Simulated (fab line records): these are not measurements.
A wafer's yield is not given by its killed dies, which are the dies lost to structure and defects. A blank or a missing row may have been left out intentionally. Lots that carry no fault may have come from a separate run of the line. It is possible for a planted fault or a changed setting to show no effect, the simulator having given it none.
What tool caused it? -- flow nand-harc -- 24 lots, 72 wafers sampled, at 6 steps of a route of 1302

== WHAT THE GAUGES READ, wafer by wafer ==
The record lacks any reading of a measuring or inspecting step that a usual standard deviation could be used to judge.

== EACH LOT AND THE TOOL THAT RAN IT (in order: tool; ch and the chambers of the sampled wafers; start) ==
lot,NHARC_P_GATE_RTA_80,NHARC_P_CONTACT_DEP_00,NHARC_P_CONTACT_ALD_22,NHARC_P_M0_ETCH_15,NHARC_P_M0_DEGAS_28,NHARC_P_M0_PVD_21
L074,"rtp-anneal-02 ch 0, day 5 20:29","pecvd-03 ch 0,2, day 6 00:44 or earlier","ald-metal-02 ch 0,1,3, day 6 00:44","rie-diel-04 ch 1,3, day 6 04:40 or earlier","pvd-sputter-01, day 6 04:40","pvd-sputter-01, no start"
L075,"rtp-anneal-02 ch 0, day 6 02:46","pecvd-02 ch 0,2, day 6 06:55 or earlier","ald-metal-01 ch 0,2,3, day 6 06:55","rie-diel-01 ch 0,2, day 6 10:13 or earlier","pvd-sputter-01, day 6 10:13","pvd-sputter-01, no start"
L076,"rtp-anneal-01 ch 0, day 6 13:57","pecvd-03 ch 0,1,2, day 6 18:07 or earlier","ald-metal-03 ch 0,2,3, day 6 18:07","rie-diel-01 ch 0,1,3, day 7 01:14 or earlier","pvd-sputter-01, day 7 01:14","pvd-sputter-01, no start"
L077,"rtp-anneal-01 ch 0, day 7 04:06","pecvd-03 ch 1,2, day 7 08:22 or earlier","ald-metal-02 ch 0,1,2, day 7 08:22","rie-diel-04 ch 0,2, day 7 11:26 or earlier","pvd-sputter-02, day 7 11:26","pvd-sputter-02, no start"
L078,"rtp-anneal-01 ch 0, day 7 13:21","pecvd-02 ch 0,1, day 7 17:38 or earlier","ald-metal-03 ch 0,2,3, day 7 17:38","rie-diel-07 ch 1,3, day 7 20:46 or earlier","pvd-sputter-01, day 7 20:46","pvd-sputter-01, no start"
L079,"rtp-anneal-01 ch 0, day 7 20:13","pecvd-02 ch 0,1, day 8 00:29 or earlier","ald-metal-02 ch 0,1,2, day 8 00:29","rie-diel-07 ch 0,1,2, day 8 03:44 or earlier","pvd-sputter-01, day 8 03:44","pvd-sputter-01, no start"
L080,"rtp-anneal-01 ch 0, day 8 07:36","pecvd-03 ch 0,1,2, day 8 11:46 or earlier","ald-metal-02 ch 0,2,3, day 8 11:46","rie-diel-01 ch 0,3, day 8 15:01 or earlier","pvd-sputter-01, day 8 15:01","pvd-sputter-01, no start"
L081,"rtp-anneal-02 ch 0, day 8 21:25","pecvd-02 ch 0,1, day 9 02:05 or earlier","ald-metal-03 ch 1,2,3, day 9 02:05","rie-diel-04 ch 0,1,3, day 9 07:25 or earlier","pvd-sputter-01, day 9 07:25","pvd-sputter-01, no start"
L082,"rtp-anneal-02 ch 0, day 8 23:55","pecvd-01 ch 0,2, day 9 04:10 or earlier","ald-metal-02 ch 1,2,3, day 9 04:10","rie-diel-01 ch 0,2,3, day 9 07:28 or earlier","pvd-sputter-03, day 9 07:28","pvd-sputter-03, no start"
L083,"rtp-anneal-01 ch 0, day 9 12:28","pecvd-03 ch 0,2, day 9 16:52 or earlier","ald-metal-03 ch 1,2,3, day 9 16:52","rie-diel-04 ch 1,2,3, day 9 20:05 or earlier","pvd-sputter-03, day 9 20:05","pvd-sputter-03, no start"
L084,"rtp-anneal-02 ch 0, day 9 19:00","pecvd-02 ch 0,1,2, day 9 23:10 or earlier","ald-metal-01 ch 0,2, day 9 23:10","rie-diel-01 ch 0,2,3, day 10 02:19 or earlier","pvd-sputter-03, day 10 02:19","pvd-sputter-03, no start"
L085,"rtp-anneal-02 ch 0, day 10 12:38","pecvd-01 ch 0,1, day 10 16:58 or earlier","ald-metal-02 ch 2,3, day 10 16:58","rie-diel-04 ch 2,3, day 10 20:17 or earlier","pvd-sputter-01, day 10 20:17","pvd-sputter-01, no start"
L086,"rtp-anneal-01 ch 0, day 10 13:47","pecvd-03 ch 1,2, day 10 18:01 or earlier","ald-metal-01 ch 0,1,3, day 10 18:01","rie-diel-07 ch 0,2, day 10 21:19 or earlier","pvd-sputter-02, day 10 21:19","pvd-sputter-02, no start"
L087,"rtp-anneal-01 ch 0, day 11 08:11","pecvd-03 ch 0,1, day 11 12:19 or earlier","ald-metal-02 ch 0,1,3, day 11 12:19","rie-diel-01 ch 0,2, day 11 15:40 or earlier","pvd-sputter-03, day 11 15:40","pvd-sputter-03, no start"
L089,"rtp-anneal-02 ch 0, day 11 22:13","pecvd-03 ch 0,1,2, day 12 02:40 or earlier","ald-metal-03 ch 0,1,3, day 12 02:40","rie-diel-01 ch 0,2,3, day 12 05:58 or earlier","pvd-sputter-03, day 12 05:58","pvd-sputter-03, no start"
L088,"rtp-anneal-01 ch 0, day 11 23:00","pecvd-01 ch 0,1, day 12 03:16 or earlier","ald-metal-02 ch 1,2, day 12 03:16","rie-diel-01 ch 1,2, day 12 06:24 or earlier","pvd-sputter-02, day 12 06:24","pvd-sputter-02, no start"
L090,"rtp-anneal-02 ch 0, day 12 14:47","pecvd-01 ch 0,1,2, day 12 18:57 or earlier","ald-metal-03 ch 1,2, day 12 18:57","rie-diel-01 ch 0,1,2, day 12 22:10 or earlier","pvd-sputter-01, day 12 22:10","pvd-sputter-01, no start"
L091,"rtp-anneal-02 ch 0, day 12 19:50","pecvd-03 ch 0,1, day 12 23:56 or earlier","ald-metal-01 ch 2,3, day 12 23:56","rie-diel-04 ch 0,3, day 13 03:19 or earlier","pvd-sputter-01, day 13 03:19","pvd-sputter-01, no start"
L092,"rtp-anneal-01 ch 0, day 13 02:28","pecvd-03 ch 0,2, day 13 06:44 or earlier","ald-metal-03 ch 0,1, day 13 06:44","rie-diel-04 ch 0,2,3, day 13 10:16 or earlier","pvd-sputter-01, day 13 10:16","pvd-sputter-01, no start"
L093,"rtp-anneal-02 ch 0, day 13 21:28","pecvd-03 ch 0,1, day 14 01:44 or earlier","ald-metal-01 ch 0,2,3, day 14 01:44","rie-diel-04 ch 0,1,3, day 14 04:59 or earlier","pvd-sputter-02, day 14 04:59","pvd-sputter-02, no start"
L094,"rtp-anneal-01 ch 0, day 14 01:51","pecvd-02 ch 0,1,2, day 14 05:59 or earlier","ald-metal-01 ch 0,2,3, day 14 05:59","rie-diel-01 ch 0,1,2, day 14 09:18 or earlier","pvd-sputter-02, day 14 09:18","pvd-sputter-02, no start"
L095,"rtp-anneal-02 ch 0, day 14 09:59","pecvd-02 ch 1,2, day 14 14:11 or earlier","ald-metal-02 ch 0,1, day 14 14:11","rie-diel-04 ch 1,2, day 14 18:01 or earlier","pvd-sputter-02, day 14 18:01","pvd-sputter-02, no start"
L096,"rtp-anneal-02 ch 0, day 14 23:29","pecvd-02 ch 0,1,2, day 15 03:39 or earlier","ald-metal-03 ch 1,2,3, day 15 03:39","rie-diel-01 ch 0,2,3, day 15 07:29 or earlier","pvd-sputter-03, day 15 07:29","pvd-sputter-03, no start"
L097,"rtp-anneal-02 ch 0, day 15 17:53","pecvd-02 ch 0,1, day 15 22:03 or earlier","ald-metal-02 ch 0,1, day 15 22:03","rie-diel-01 ch 0,1,3, day 16 01:28 or earlier","pvd-sputter-01, day 16 01:28","pvd-sputter-01, no start"
- NHARC_P_GATE_RTA_80: time 30 s.
- NHARC_P_CONTACT_DEP_00: deposits SiO2, target thk 500 nm.
- NHARC_P_CONTACT_ALD_22: deposits TiN, target thk 3 nm, pulse time 1 s, ald cycles 150.
- NHARC_P_M0_ETCH_15: etches the open film in C4F8/Ar, target depth 150 nm, overetch 15 nm, time 82.5 s.
- NHARC_P_M0_DEGAS_28: time 60 s.
- NHARC_P_M0_PVD_21: deposits Cu, target thk 30 nm, time 20.49 s.

== WHAT THE TOOLS THEMSELVES READ (means of the sampled wafers that have a number; where no wafer has one, the mark that the record gives instead) ==
NHARC_P_GATE_RTA_80. Usual: anneal-temp-c-max 301.1, standard deviation 0.43; lamp-power-pct 1.93 %, standard deviation 0.094; lamp_zone_7_pct 2.02 %, standard deviation 0.099; wafer_temp_C_max 301.7, standard deviation 0.44.
lot,tool,anneal-temp-c-max,lamp-power-pct (%),lamp_zone_7_pct (%),wafer_temp_C_max,flag
L074,rtp-anneal-02,300.7,2.01,2.11,302.1,
L075,rtp-anneal-02,300.7,2.02,2.11,301.4,
L076,rtp-anneal-01,301.3,1.82,1.91,301.4,
L077,rtp-anneal-01,301.4,1.82,1.91,301.7,
L078,rtp-anneal-01,301.4,1.82,1.91,301.0,
L079,rtp-anneal-01,301.2,1.82,1.91,301.7,
L080,rtp-anneal-01,301.6,1.82,1.91,301.4,
L081,rtp-anneal-02,300.9,2.02,2.11,301.6,
L082,rtp-anneal-02,300.6,2.01,2.11,302.2,
L083,rtp-anneal-01,301.4,1.82,1.91,301.6,
L084,rtp-anneal-02,301.1,2.01,2.11,302.3,
L085,rtp-anneal-02,300.5,2.02,2.12,301.7,
L086,rtp-anneal-01,301.3,1.82,1.91,301.7,
L087,rtp-anneal-01,301.2,1.83,1.91,301.8,
L089,rtp-anneal-02,300.5,2.01,2.11,302.2,
L088,rtp-anneal-01,301.6,1.82,1.91,301.1,
L090,rtp-anneal-02,300.8,2.01,2.11,302.4,
L091,rtp-anneal-02,300.7,2.01,2.11,301.7,
L092,rtp-anneal-01,301.9,1.82,1.91,301.2,
L093,rtp-anneal-02,300.9,2.02,2.12,302.1,
L094,rtp-anneal-01,301.4,1.82,1.91,301.8,
L095,rtp-anneal-02,300.7,2.01,2.10,301.5,
L096,rtp-anneal-02,300.9,2.01,2.11,301.8,
L097,rtp-anneal-02,300.7,2.01,2.11,302.0,

NHARC_P_CONTACT_DEP_00. Usual: heater-power-w 563 W, standard deviation 110; rf-fwd-power-W 897.9 W, standard deviation 2.5; throttle-valve-pct 16.1 %, standard deviation 0.47.
lot,tool,heater-power-w (W),rf-fwd-power-W (W),throttle-valve-pct (%),flag
L074,pecvd-03,492,897.0,15.7,
L075,pecvd-02,683,899.8,16.7,
L076,pecvd-03,514,901.6,15.9,
L077,pecvd-03,524,901.3,16.1,
L078,pecvd-02,628,898.6,16.1,
L079,pecvd-02,665,897.3,16.0,
L080,pecvd-03,492,897.2,16.0,
L081,pecvd-02,621,898.9,16.0,
L082,pecvd-01,630,896.0,16.2,
L083,pecvd-03,457,898.4,16.1,
L084,pecvd-02,558,897.1,16.6,
L085,pecvd-01,644,899.0,16.0,
L086,pecvd-03,449,895.5,15.8,
L087,pecvd-03,505,896.1,15.6,
L089,pecvd-03,482,897.4,15.8,
L088,pecvd-01,720,897.5,15.9,
L090,pecvd-01,568,897.2,16.0,
L091,pecvd-03,515,897.1,15.6,
L092,pecvd-03,461,898.1,16.2,
L093,pecvd-03,508,898.4,15.8,
L094,pecvd-02,621,899.0,16.0,
L095,pecvd-02,600,896.7,16.1,
L096,pecvd-02,613,899.2,16.0,
L097,pecvd-02,599,900.2,16.0,

NHARC_P_CONTACT_ALD_22. Usual: heater-power-w 1147 W, standard deviation 130; precursor-pulse-height-rel 1.001, standard deviation 0.02.
lot,tool,heater-power-w (W),precursor-pulse-height-rel,flag
L074,ald-metal-02,1179,1.018,
L075,ald-metal-01,1195,1.009,
L076,ald-metal-03,1150,1.007,
L077,ald-metal-02,1100,0.988,
L078,ald-metal-03,1156,0.994,
L079,ald-metal-02,1076,0.975,
L080,ald-metal-02,1174,1.011,
L081,ald-metal-03,1156,1.012,
L082,ald-metal-02,1133,1.000,
L083,ald-metal-03,1155,1.006,
L084,ald-metal-01,1118,0.992,
L085,ald-metal-02,1222,1.015,
L086,ald-metal-01,1146,1.005,
L087,ald-metal-02,1190,0.982,
L089,ald-metal-03,1048,1.011,
L088,ald-metal-02,1027,0.998,
L090,ald-metal-03,1198,1.012,
L091,ald-metal-01,1170,0.994,
L092,ald-metal-03,1094,1.007,
L093,ald-metal-01,1184,1.007,
L094,ald-metal-01,1172,1.017,
L095,ald-metal-02,1085,1.004,
L096,ald-metal-03,1163,1.001,
L097,ald-metal-02,1124,1.006,

NHARC_P_M0_ETCH_15. Usual: oes-product-au 0.956 a.u., standard deviation 0.02; rf-fwd-power-W 595.9 W, standard deviation 2.6; rf-vpp-V 441.0 V, standard deviation 2.7.
lot,tool,oes-product-au (a.u.),rf-fwd-power-W (W),rf-vpp-V (V),flag
L074,rie-diel-04,0.953,596.5,439.6,
L075,rie-diel-01,0.968,598.3,442.5,
L076,rie-diel-01,0.975,595.0,440.3,
L077,rie-diel-04,0.928,596.2,438.2,
L078,rie-diel-07,0.971,594.2,439.7,
L079,rie-diel-07,0.962,595.6,442.2,
L080,rie-diel-01,0.972,592.7,439.1,
L081,rie-diel-04,0.973,595.7,441.7,
L082,rie-diel-01,0.972,594.1,440.1,
L083,rie-diel-04,0.970,595.5,440.0,
L084,rie-diel-01,0.973,597.4,441.0,
L085,rie-diel-04,0.964,594.5,440.3,
L086,rie-diel-07,0.924,593.7,442.4,
L087,rie-diel-01,0.968,599.2,442.3,
L089,rie-diel-01,0.929,595.9,441.0,
L088,rie-diel-01,0.952,595.4,442.8,
L090,rie-diel-01,0.969,596.5,441.7,
L091,rie-diel-04,0.922,595.8,444.1,
L092,rie-diel-04,0.931,594.2,442.2,
L093,rie-diel-04,0.932,594.2,441.8,
L094,rie-diel-01,0.967,597.4,442.5,
L095,rie-diel-04,0.968,597.0,437.7,
L096,rie-diel-01,0.944,597.3,440.6,
L097,rie-diel-01,0.934,597.8,440.0,

NHARC_P_M0_DEGAS_28. Usual: heater-power-w reads 325 W (standard deviation 25).
lot,tool,heater-power-w (W),flag
L074,pvd-sputter-01,347,
L075,pvd-sputter-01,341,
L076,pvd-sputter-01,331,
L077,pvd-sputter-02,291,
L078,pvd-sputter-01,326,
L079,pvd-sputter-01,335,
L080,pvd-sputter-01,340,
L081,pvd-sputter-01,327,
L082,pvd-sputter-03,315,
L083,pvd-sputter-03,302,
L084,pvd-sputter-03,312,
L085,pvd-sputter-01,312,
L086,pvd-sputter-02,320,
L087,pvd-sputter-03,319,
L089,pvd-sputter-03,302,
L088,pvd-sputter-02,341,
L090,pvd-sputter-01,324,
L091,pvd-sputter-01,312,
L092,pvd-sputter-01,312,
L093,pvd-sputter-02,348,
L094,pvd-sputter-02,329,
L095,pvd-sputter-02,305,
L096,pvd-sputter-03,326,
L097,pvd-sputter-01,322,

NHARC_P_M0_PVD_21. Usual: throttle-valve-pct reads 29.9 % (standard deviation 1.1).
lot,tool,throttle-valve-pct (%),flag
L074,pvd-sputter-01,30.2,
L075,pvd-sputter-01,29.6,
L076,pvd-sputter-01,29.6,
L077,pvd-sputter-02,30.1,
L078,pvd-sputter-01,29.0,
L079,pvd-sputter-01,29.4,
L080,pvd-sputter-01,30.1,
L081,pvd-sputter-01,30.0,
L082,pvd-sputter-03,29.7,
L083,pvd-sputter-03,30.8,
L084,pvd-sputter-03,30.5,
L085,pvd-sputter-01,29.5,
L086,pvd-sputter-02,30.5,
L087,pvd-sputter-03,31.0,
L089,pvd-sputter-03,30.4,
L088,pvd-sputter-02,29.6,
L090,pvd-sputter-01,29.5,
L091,pvd-sputter-01,29.6,
L092,pvd-sputter-01,30.0,
L093,pvd-sputter-02,29.8,
L094,pvd-sputter-02,29.1,
L095,pvd-sputter-02,29.8,
L096,pvd-sputter-03,29.5,
L097,pvd-sputter-01,30.2,

== THE ANSWER, worked out from the rows above alone ==
Rule: a lot counts as off when the mean over its wafers that have a number is more than 3 standard deviations away from the usual mean. A lot without any number at a reading at which 4 lots or more have one is off too. The other lots that the step has rows for count as sound. The gauges are gone through in route order, then the tools' own readings, and for those a lot's mean is taken as printed above. The first step at which some lot is off is used, and at that step the reading that is off furthest; a lot without a number counts as furthest.
Across all readings shown, no lot is off: no conclusion can be drawn from this.

== WHAT THE SIMULATOR PUT IN ==
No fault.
